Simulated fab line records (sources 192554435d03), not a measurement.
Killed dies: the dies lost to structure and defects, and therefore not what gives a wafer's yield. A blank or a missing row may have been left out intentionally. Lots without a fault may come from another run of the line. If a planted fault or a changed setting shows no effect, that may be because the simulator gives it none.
Matching of chambers | flow n5_finfet | N5_BEOL_M6_CMP_52 on cmp-01: 4 sister chambers
The step polishes, stops on SiCOH lowk, t overpolish 6.9 s, target thk 80 nm. 4 wafers are shown with their chamber, then 8 later ones without.

== WAFERS, EACH WITH ITS CHAMBER ==
wafer  | chamber | motor_current_A (A)
L079.4 | 1       | 5.9
L082.4 | 0       | 7.6
L082.6 | 3       | 6.7
L089.1 | 2       | 6.4

== WAFERS WITH NO CHAMBER GIVEN ==
wafer  | motor_current_A (A)
L089.4 | 6.8
L089.6 | 7.7
L090.2 | 6.8
L090.3 | 7.4
L090.6 | 6.8
L093.1 | 6.5
L093.5 | 7.8
L093.6 | 6.8

== CHAMBER TAKEN BY EACH ==
wafer  | from the rows above     | in truth
L089.4 | 3                       | 3
L089.6 | 0                       | 0
L090.2 | 3                       | 3
L090.3 | 0                       | 0
L090.6 | 3                       | 3
L093.1 | can't be placed: 2 or 3 | 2
L093.5 | 0                       | 0
L093.6 | 3                       | 3
Placed correctly: 7 of 8. Unplaceable from these rows: 1, with the true chamber sitting among the candidates in 1. Placed wrongly: 0.
How it was worked out, from the rows above alone: a wafer's distance from a chamber is the root of the sum, over the readings, of the square of ((its reading less the chamber's mean) divided by the reading's scatter). If the next closest chamber is less than 2 further off than the closest, the wafer can't be placed; otherwise it belongs to the closest. For every chamber, the mean is computed from those of its wafers that are shown. The scatter: with one shown wafer a chamber, the root of the mean of the squares of how far each hidden wafer lies from its nearest shown one.
